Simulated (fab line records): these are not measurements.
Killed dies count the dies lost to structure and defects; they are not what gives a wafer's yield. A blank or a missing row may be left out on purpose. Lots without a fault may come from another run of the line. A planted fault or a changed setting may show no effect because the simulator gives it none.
fab line records + flow n5_finfet
[record]
- lots = 9
- wafers = 26
- last_day = 20
route steps=1938 shown BEOL_M2@928 BEOL_M3@996 BEOL_M4@1111
lots that met no fault: taken from a fault-free run of the same line
start_h: start of the lot's first displayed wafer, in hours after the record's first day + wait_h: hours from the lot's prior step to this one + " identical to the entry in the row above + L1.1+2: a single row standing in for several wafers + - value missing, or start not given + * or withheld: withheld + < > ~ a bound
route shown NAME@n: names a module that has steps shown in the file, with the first one's number in the route + usual: average and standard deviation across the fault-free wafers + same: alike in all rows + chamber/n: place in a boat + sites: readings site by site + _std_site: the values' standard deviation + _edge_site: mean of outer sites minus mean of inner sites + radius_mm: how far each site lies from the wafer's centre + mask NAME#n: copy n + behind: the last tool/chamber to shape the wafer + hold: the reason the lot was held/the length of the hold in hours/how it ended + device: which transistor (n, p or np) failed to switch + end of line: the route-end tests of the same wafers + a step without rows: its recipe alone + killed: at the first sort, the dies lost to defects and structure; wafer yield is something else + map: dies across one wafer; x = killed, . = not, _ = none there
set.NAME: the setting as run; set.NAME@STEP: as run at that earlier step + model.NAME: the simulator's own value behind a step, which no gauge read
route steps across a sampled set of lots; one table per step, one row per wafer
services: a tool's chamber out of use, with start hour (start_h, from the record's first day; less than 0 if before it), hours out, and reason
[[steps]]
[step N5_BEOL_M2_DEP_57]
[recipe]
- material = SiCN
- target_thk_a = 80
- temp_c = withheld
- precursor = 3MS/NH3
- pressure_torr = 3
- rf_w = 202
- time_s = 14
[usual]
- showerhead_plenum_p_Torr = 3.662/0.016
- throttle_valve_pct = 9.2/0.49
| lot.wafer | tool     | chamber | start_h | wait_h | showerhead_plenum_p_Torr | throttle_valve_pct |
|-----------|----------|---------|---------|--------|--------------------------|--------------------|
| L376.2    | pecvd-02 | 2       | 159.68  | 0.0    | 3.674                    | 8.5                |
| L376.5    | "        | 1       | "       | "      | 3.688                    | 9.8                |
| L376.6    | "        | 0       | "       | "      | 3.660                    | 9.6                |
| L377.1    | pecvd-02 | 0       | 169.20  | 0.0    | 3.650                    | 9.4                |
| L377.4    | "        | 2       | "       | "      | 3.677                    | 8.8                |
| L377.6    | "        | 1       | "       | "      | 3.680                    | 10.1               |
| L382.3    | pecvd-03 | 1       | 209.37  | 0.0    | 3.648                    | 9.2                |
| L382.4    | "        | 2       | "       | "      | 3.649                    | 8.7                |
| L382.5    | "        | 1       | "       | "      | 3.651                    | 8.9                |
| L384.2    | pecvd-03 | 0       | 215.47  | 0.0    | 3.640                    | 9.2                |
| L384.4    | "        | 0       | "       | "      | 3.642                    | 9.3                |
| L386.1    | pecvd-04 | 0       | 229.25  | 0.0    | 3.678                    | 10.1               |
| L386.4    | "        | 2       | "       | "      | 3.652                    | 8.8                |
| L386.6    | "        | 0       | "       | "      | 3.671                    | 9.9                |
| L392.3    | pecvd-03 | 2       | 287.28  | 0.0    | 3.653                    | 9.2                |
| L392.4    | "        | 1       | "       | "      | 3.648                    | 8.8                |
| L392.5    | "        | 2       | "       | "      | 3.666                    | 8.7                |
| L390.1    | pecvd-02 | 0       | 298.37  | 0.0    | 3.639                    | 9.4                |
| L390.3    | "        | 2       | "       | "      | 3.684                    | 8.9                |
| L390.6    | "        | 2       | "       | "      | 3.677                    | 8.6                |
| L394.4    | pecvd-03 | 2       | 304.65  | 0.0    | 3.655                    | 9.2                |
| L394.5    | "        | 0       | "       | "      | 3.644                    | 9.1                |
| L394.6    | "        | 1       | "       | "      | 3.657                    | 9.0                |
| L395.2    | pecvd-04 | 1       | 313.60  | 0.0    | 3.661                    | 8.9                |
| L395.3    | "        | 2       | "       | "      | 3.650                    | 8.6                |
| L395.6    | "        | 1       | "       | "      | 3.666                    | 8.7                |
[step N5_BEOL_M3_SPUTTER_79]
[recipe]
- material = Cu
- target_thk_a = 45
- temp_c = -20
- chamber_pressure_pa = 0.07
- power_w = withheld
- time_s = 8.29
[usual]
- chuck_gas_flow_sccm = 1.27/0.054
- throttle_valve_pct = 30.0/1.2
| lot.wafer | tool           | chamber | start_h | wait_h | chuck_gas_flow_sccm | throttle_valve_pct |
|-----------|----------------|---------|---------|--------|---------------------|--------------------|
| L376.2    | pvd_sputter-02 | -       | 176.01  | 0.1    | 1.27                | 30.1               |
| L376.5    | "              | -       | "       | "      | 1.29                | 28.4               |
| L376.6    | "              | -       | "       | "      | 1.24                | 30.4               |
| L377.1    | pvd_sputter-02 | -       | 183.05  | 0.1    | 1.32                | 30.2               |
| L377.4    | "              | -       | "       | "      | 1.27                | 30.2               |
| L377.6    | "              | -       | "       | "      | 1.24                | 30.3               |
| L382.3    | pvd_sputter-02 | -       | 221.84  | 0.1    | 1.32                | 31.5               |
| L382.4    | "              | -       | "       | "      | 1.15                | 30.3               |
| L382.5    | "              | -       | "       | "      | 1.22                | 31.2               |
| L384.2    | pvd_sputter-01 | -       | 226.07  | 0.1    | 1.34                | 30.2               |
| L384.4    | "              | -       | "       | "      | 1.26                | 28.2               |
| L386.1    | pvd_sputter-03 | -       | 279.80  | 0.1    | 1.23                | 28.9               |
| L386.4    | "              | -       | "       | "      | 1.23                | 31.0               |
| L386.6    | "              | -       | "       | "      | 1.20                | 30.8               |
| L392.3    | pvd_sputter-03 | -       | 294.14  | 0.1    | 1.17                | 29.1               |
| L392.4    | "              | -       | "       | "      | 1.26                | 31.9               |
| L392.5    | "              | -       | "       | "      | 1.25                | 28.9               |
| L390.1    | pvd_sputter-03 | -       | 304.82  | 0.1    | 1.23                | 31.1               |
| L390.3    | "              | -       | "       | "      | 1.36                | 32.0               |
| L390.6    | "              | -       | "       | "      | 1.27                | 32.1               |
| L394.4    | pvd_sputter-02 | -       | 321.02  | 0.1    | 1.28                | 30.1               |
| L394.5    | "              | -       | "       | "      | 1.27                | 28.5               |
| L394.6    | "              | -       | "       | "      | 1.21                | 29.9               |
| L395.2    | pvd_sputter-02 | -       | 322.90  | 0.1    | 1.15                | 28.7               |
| L395.3    | "              | -       | "       | "      | 1.33                | 31.3               |
| L395.6    | "              | -       | "       | "      | 1.19                | 28.7               |
[step N5_BEOL_M3_SPUTTER_90]
[recipe]
- material = Cu
- target_thk_a = 45
- temp_c = -20
- chamber_pressure_pa = 0.07
- power_w = withheld
- time_s = 8.29
[usual]
- chuck_gas_flow_sccm = 1.26/0.05
- throttle_valve_pct = 30.0/1.2
| lot.wafer | tool           | chamber | start_h | wait_h | chuck_gas_flow_sccm | throttle_valve_pct |
|-----------|----------------|---------|---------|--------|---------------------|--------------------|
| L376.2    | pvd_sputter-02 | -       | 176.89  | 0.1    | 1.23                | 30.3               |
| L376.5    | "              | -       | "       | "      | 1.35                | 28.7               |
| L376.6    | "              | -       | "       | "      | 1.32                | 30.2               |
| L377.1    | pvd_sputter-02 | -       | 183.93  | 0.1    | 1.20                | 29.7               |
| L377.4    | "              | -       | "       | "      | 1.30                | 30.3               |
| L377.6    | "              | -       | "       | "      | 1.23                | 30.3               |
| L384.2    | pvd_sputter-01 | -       | 226.95  | 0.1    | 1.16                | 29.9               |
| L384.4    | "              | -       | "       | "      | 1.24                | 28.4               |
| L382.3    | pvd_sputter-02 | -       | 278.64  | 0.1    | 1.24                | 31.2               |
| L382.4    | "              | -       | "       | "      | 1.22                | 30.0               |
| L382.5    | "              | -       | "       | "      | 1.22                | 31.1               |
| L386.1    | pvd_sputter-03 | -       | 280.68  | 0.1    | 1.33                | 29.0               |
| L386.4    | "              | -       | "       | "      | 1.24                | 31.0               |
| L386.6    | "              | -       | "       | "      | 1.24                | 31.1               |
| L392.3    | pvd_sputter-03 | -       | 295.02  | 0.1    | 1.23                | 29.5               |
| L392.4    | "              | -       | "       | "      | 1.35                | 32.2               |
| L392.5    | "              | -       | "       | "      | 1.27                | 28.9               |
| L390.1    | pvd_sputter-03 | -       | 305.70  | 0.1    | 1.19                | 31.2               |
| L390.3    | "              | -       | "       | "      | 1.26                | 32.3               |
| L390.6    | "              | -       | "       | "      | 1.33                | 32.4               |
| L394.4    | pvd_sputter-02 | -       | 321.90  | 0.1    | 1.24                | 30.3               |
| L394.5    | "              | -       | "       | "      | 1.25                | 28.7               |
| L394.6    | "              | -       | "       | "      | 1.37                | 30.3               |
| L395.2    | pvd_sputter-02 | -       | 323.78  | 0.1    | 1.23                | 28.7               |
| L395.3    | "              | -       | "       | "      | 1.15                | 31.2               |
| L395.6    | "              | -       | "       | "      | 1.23                | 28.5               |
[step N5_BEOL_M3_ANNEAL_95]
[recipe]
- temp_c = 400
- time_s = 240
- ambient = vacuum
[usual]
- heater_power_w = 883/100
| lot.wafer | tool           | chamber | start_h | wait_h | heater_power_w |
|-----------|----------------|---------|---------|--------|----------------|
| L376.2    | pvd_sputter-02 | -       | 177.41  | 0.0    | 914            |
| L376.5    | "              | -       | "       | "      | 984            |
| L376.6    | "              | -       | "       | "      | 1037           |
| L377.1    | pvd_sputter-02 | -       | 184.45  | 0.0    | 1041           |
| L377.4    | "              | -       | "       | "      | 901            |
| L377.6    | "              | -       | "       | "      | 902            |
| L384.2    | pvd_sputter-01 | -       | 227.47  | 0.0    | 991            |
| L384.4    | "              | -       | "       | "      | 790            |
| L382.3    | pvd_sputter-02 | -       | 279.16  | 0.0    | 930            |
| L382.4    | "              | -       | "       | "      | 891            |
| L382.5    | "              | -       | "       | "      | 913            |
| L386.1    | pvd_sputter-03 | -       | 281.20  | 0.0    | 794            |
| L386.4    | "              | -       | "       | "      | 1031           |
| L386.6    | "              | -       | "       | "      | 1030           |
| L392.3    | pvd_sputter-03 | -       | 295.54  | 0.0    | 743            |
| L392.4    | "              | -       | "       | "      | 830            |
| L392.5    | "              | -       | "       | "      | 799            |
| L390.1    | pvd_sputter-03 | -       | 306.22  | 0.0    | 1035           |
| L390.3    | "              | -       | "       | "      | 813            |
| L390.6    | "              | -       | "       | "      | 814            |
| L394.4    | pvd_sputter-02 | -       | 322.42  | 0.0    | 911            |
| L394.5    | "              | -       | "       | "      | 974            |
| L394.6    | "              | -       | "       | "      | 1011           |
| L395.2    | pvd_sputter-02 | -       | 324.30  | 0.0    | 979            |
| L395.3    | "              | -       | "       | "      | 922            |
| L395.6    | "              | -       | "       | "      | 986            |
[step N5_BEOL_M3_THK_MEAS_53]
[recipe]
- thk_meas_gauge = xrf
- reads = Cu_of_BEOL_M3_ECD_50
[usual]
- M3_THK = 39.2/1.3
| lot.wafer | tool          | chamber | start_h | wait_h | M3_THK[nm] |
|-----------|---------------|---------|---------|--------|------------|
| L376.2    | film_metro-01 | -       | 178.37  | -      | 39.3       |
| L376.5    | "             | -       | "       | "      | 40.6       |
| L376.6    | "             | -       | "       | "      | 40.2       |
| L377.1    | film_metro-02 | -       | 185.38  | -      | 40.7       |
| L377.4    | "             | -       | "       | "      | 41.0       |
| L377.6    | "             | -       | "       | "      | 41.3       |
| L384.2    | film_metro-01 | -       | 228.41  | -      | 37.1       |
| L384.4    | "             | -       | "       | "      | 43.4       |
| L382.3    | film_metro-01 | -       | 280.09  | -      | 40.3       |
| L382.4    | "             | -       | "       | "      | 47.4       |
| L382.5    | "             | -       | "       | "      | 42.1       |
| L386.1    | film_metro-01 | -       | 282.13  | -      | 36.3       |
| L386.4    | "             | -       | "       | "      | 38.0       |
| L386.6    | "             | -       | "       | "      | 38.4       |
| L392.3    | film_metro-02 | -       | 296.49  | -      | 39.8       |
| L392.4    | "             | -       | "       | "      | 41.7       |
| L392.5    | "             | -       | "       | "      | 38.6       |
| L390.1    | film_metro-01 | -       | 307.15  | -      | 38.5       |
| L390.3    | "             | -       | "       | "      | 38.7       |
| L390.6    | "             | -       | "       | "      | 40.1       |
| L394.4    | film_metro-01 | -       | 323.35  | -      | 39.5       |
| L394.5    | "             | -       | "       | "      | 37.8       |
| L394.6    | "             | -       | "       | "      | 39.7       |
| L395.2    | film_metro-02 | -       | 325.66  | -      | 37.7       |
| L395.3    | "             | -       | "       | "      | 38.1       |
| L395.6    | "             | -       | "       | "      | 38.3       |
[step N5_BEOL_M3_RS_MEAS_58]
[recipe]
- thk_meas_gauge = four-point-probe
- reads = Co_of_BEOL_M3_CO_CAP_55+Cu_of_BEOL_M3_ECD_50+Co_of_BEOL_M3_CVD_47+TaN_of_BEOL_M3_ALD_84
[usual]
- M3_RS = 0.676/0.027
| lot.wafer | tool          | chamber | start_h | wait_h | M3_RS[ohm/sq] |
|-----------|---------------|---------|---------|--------|---------------|
| L376.2    | film_metro-01 | -       | 178.63  | 0.1    | 0.672         |
| L376.5    | "             | -       | "       | "      | 0.642         |
| L376.6    | "             | -       | "       | "      | 0.653         |
| L377.1    | film_metro-01 | -       | 185.64  | 0.0    | 0.645         |
| L377.4    | "             | -       | "       | "      | 0.641         |
| L377.6    | "             | -       | "       | "      | 0.634         |
| L384.2    | film_metro-02 | -       | 228.67  | 0.1    | 0.733         |
| L384.4    | "             | -       | "       | "      | 0.592         |
| L382.3    | film_metro-01 | -       | 280.35  | 0.1    | 0.654         |
| L382.4    | "             | -       | "       | "      | 0.532         |
| L382.5    | "             | -       | "       | "      | 0.622         |
| L386.1    | film_metro-01 | -       | 282.39  | 0.0    | 0.740         |
| L386.4    | "             | -       | "       | "      | 0.705         |
| L386.6    | "             | -       | "       | "      | 0.697         |
| L392.3    | film_metro-02 | -       | 296.76  | 0.1    | 0.658         |
| L392.4    | "             | -       | "       | "      | 0.626         |
| L392.5    | "             | -       | "       | "      | 0.689         |
| L390.1    | film_metro-02 | -       | 307.41  | 0.0    | 0.690         |
| L390.3    | "             | -       | "       | "      | 0.687         |
| L390.6    | "             | -       | "       | "      | 0.655         |
| L394.4    | film_metro-01 | -       | 323.61  | 0.0    | 0.669         |
| L394.5    | "             | -       | "       | "      | 0.710         |
| L394.6    | "             | -       | "       | "      | 0.666         |
| L395.2    | film_metro-01 | -       | 325.92  | 0.1    | 0.706         |
| L395.3    | "             | -       | "       | "      | 0.699         |
| L395.6    | "             | -       | "       | "      | 0.692         |
[step N5_BEOL_M4_RC_MEAS_101]
[usual]
- DIBL_N = 36.6/1.3
- DIBL_P = 36.4/1.4
- IOFF_N = 0.167/0.023
- IOFF_P = 0.219/0.029
- ION_N = 678/8.7
- ION_P = 464/6.4
- SS_N = 71.5/0.53
- SS_P = 73.4/0.57
- VT_N = 248.5/2.8
- VT_P = -249/3.1
| lot.wafer | tool      | chamber | start_h | wait_h | DIBL_N[mV/V] | DIBL_P[mV/V] | IOFF_N[nA/um] | IOFF_P[nA/um] | ION_N[uA/um] | ION_P[uA/um] | SS_N[mV/dec] | SS_P[mV/dec] | VT_N[mV] | VT_P[mV] |
|-----------|-----------|---------|---------|--------|--------------|--------------|---------------|---------------|--------------|--------------|--------------|--------------|----------|----------|
| L376.2    | prober-02 | 0       | 193.25  | 0.2    | 35.6         | 34.5         | 0.152         | 0.219         | 676          | 470          | 71.3         | 73.5         | 247.8    | -246     |
| L376.5    | "         | 0       | "       | "      | 37.3         | 36.0         | 0.181         | 0.244         | 685          | 472          | 71.9         | 73.3         | 246.9    | -247     |
| L376.6    | "         | 0       | "       | "      | 36.9         | 36.0         | 0.180         | 0.244         | 679          | 468          | 71.7         | 73.9         | 249.0    | -245     |
| L377.1    | prober-02 | 0       | 202.92  | 0.0    | 37.2         | 36.1         | 0.166         | 0.233         | 688          | 471          | 71.8         | 73.2         | 247.2    | -245     |
| L377.4    | "         | 0       | "       | "      | 37.2         | 35.8         | 0.158         | 0.233         | 691          | 470          | 71.2         | 73.9         | 246.0    | -245     |
| L377.6    | "         | 0       | "       | "      | 39.4         | 38.8         | 0.219         | 0.279         | 702          | 477          | 71.9         | 74.0         | 242.7    | -246     |
| L384.2    | prober-01 | 0       | 254.85  | 0.2    | 34.9         | 36.0         | 0.157         | 0.243         | 675          | 467          | 71.3         | 73.4         | 252.5    | -242     |
| L384.4    | "         | 0       | "       | "      | 34.5         | 35.8         | 0.158         | 0.238         | 681          | 472          | 71.1         | 73.4         | 249.7    | -247     |
| L382.3    | prober-01 | 0       | 300.31  | 0.3    | 35.0         | 35.7         | 0.166         | 0.218         | 672          | 460          | 71.2         | 72.8         | 247.8    | -251     |
| L382.4    | "         | 0       | "       | "      | 37.5         | 38.7         | 0.216         | 0.273         | 671          | 466          | 71.8         | 73.4         | 248.1    | -248     |
| L382.5    | "         | 0       | "       | "      | 36.5         | 37.6         | 0.195         | 0.262         | 671          | 469          | 71.5         | 74.1         | 247.5    | -249     |
| L386.1    | prober-01 | 0       | 305.05  | 0.0    | 35.5         | 37.1         | 0.165         | 0.201         | 674          | 460          | 71.6         | 74.1         | 248.2    | -253     |
| L386.4    | "         | 0       | "       | "      | 36.0         | 38.0         | 0.177         | 0.215         | 673          | 457          | 71.8         | 74.1         | 249.4    | -253     |
| L386.6    | "         | 0       | "       | "      | 36.7         | 38.3         | 0.189         | 0.210         | 670          | 455          | 72.2         | 74.1         | 247.0    | -251     |
| L392.3    | prober-01 | 0       | 330.29  | 0.3    | 36.4         | 36.8         | 0.165         | 0.212         | 667          | 458          | 71.5         | 73.0         | 246.2    | -250     |
| L392.4    | "         | 0       | "       | "      | 37.5         | 38.0         | 0.173         | 0.237         | 670          | 463          | 71.5         | 73.5         | 247.3    | -248     |
| L392.5    | "         | 0       | "       | "      | 37.3         | 37.8         | 0.172         | 0.228         | 668          | 461          | 71.3         | 73.2         | 247.1    | -251     |
| L390.1    | prober-02 | 0       | 334.87  | 0.0    | 35.9         | 35.8         | 0.145         | 0.185         | 671          | 463          | 70.8         | 72.9         | 248.9    | -254     |
| L390.3    | "         | 0       | "       | "      | 37.9         | 39.4         | 0.187         | 0.237         | 676          | 460          | 71.9         | 74.0         | 245.3    | -249     |
| L390.6    | "         | 0       | "       | "      | 36.3         | 36.2         | 0.144         | 0.190         | 673          | 460          | 71.6         | 73.7         | 253.4    | -252     |
| L394.4    | prober-01 | 0       | 351.61  | 0.5    | 37.1         | 39.1         | 0.171         | 0.247         | 674          | 463          | 72.1         | 73.3         | 249.8    | -248     |
| L394.5    | "         | 0       | "       | "      | 37.7         | 38.4         | 0.176         | 0.233         | 675          | 465          | 72.4         | 73.7         | 250.0    | -248     |
| L394.6    | "         | 0       | "       | "      | 36.9         | 38.3         | 0.168         | 0.222         | 678          | 466          | 71.7         | 73.8         | 252.3    | -251     |
| L395.2    | prober-01 | 0       | 358.47  | 0.2    | 38.3         | 39.0         | 0.231         | 0.281         | 704          | 477          | 71.8         | 74.7         | 242.5    | -245     |
| L395.3    | "         | 0       | "       | "      | 37.2         | 36.4         | 0.193         | 0.235         | 689          | 468          | 71.3         | 74.4         | 245.3    | -249     |
| L395.6    | "         | 0       | "       | "      | 37.2         | 36.5         | 0.188         | 0.234         | 690          | 468          | 71.6         | 73.3         | 245.2    | -250     |
[[services]]
| tool           | chamber | start_h | hours | kind           |
|----------------|---------|---------|-------|----------------|
| pecvd-02       | -       | 139.06  | 14.6  | pm             |
| pecvd-02       | 1       | 169.30  | 5.5   | scheduled_down |
| pecvd-04       | 1       | 187.08  | 5.5   | scheduled_down |
| pecvd-03       | -       | 208.55  | 0.7   | repair         |
| pecvd-03       | 2       | 214.61  | 14.7  | repair         |
| pecvd-03       | 0       | 261.37  | 5.5   | scheduled_down |
| pvd_sputter-02 | -       | 265.13  | 12.8  | repair         |
| pecvd-04       | 1       | 266.50  | 2.1   | scheduled_down |
| pecvd-02       | 2       | 278.86  | 5.5   | scheduled_down |
| pecvd-02       | 0       | 284.32  | 2.1   | scheduled_down |
| pecvd-04       | 2       | 293.08  | 5.5   | scheduled_down |
| pecvd-02       | -       | 309.13  | 1.0   | repair         |
| pecvd-04       | 1       | 317.96  | 5.0   | scheduled_down |
[[key]]
[first_sign]
- step = N5_BEOL_M3_THK_MEAS_53
- reading = M3_THK
- direction = up
- sigmas = 4.9
- usual = 39.2
- struck = 45.4
[effect]
- step = N5_BEOL_M3_RS_MEAS_58
- reading = M3_RS
- direction = down
- sigmas = 4.2
- usual = 0.676
- struck = 0.562
met_at N5_BEOL_M2_DEP_57
struck_lots L382,L384
struck_wafers L382.4,L384.4
not_acting_at N5_BEOL_M3_SPUTTER_79,N5_BEOL_M3_SPUTTER_90,N5_BEOL_M3_ANNEAL_95
[fault]
- kind = process_parameter_drift
- tool = pecvd-03
- chamber = -
- onset_h = 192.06
- steps = N5_BEOL_M2_DEP_57
- channel = time_s
- offset = *
- shape = step
- end_h = 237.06
- scope = struck_wafers_only
- acts_in = *
- stated = *
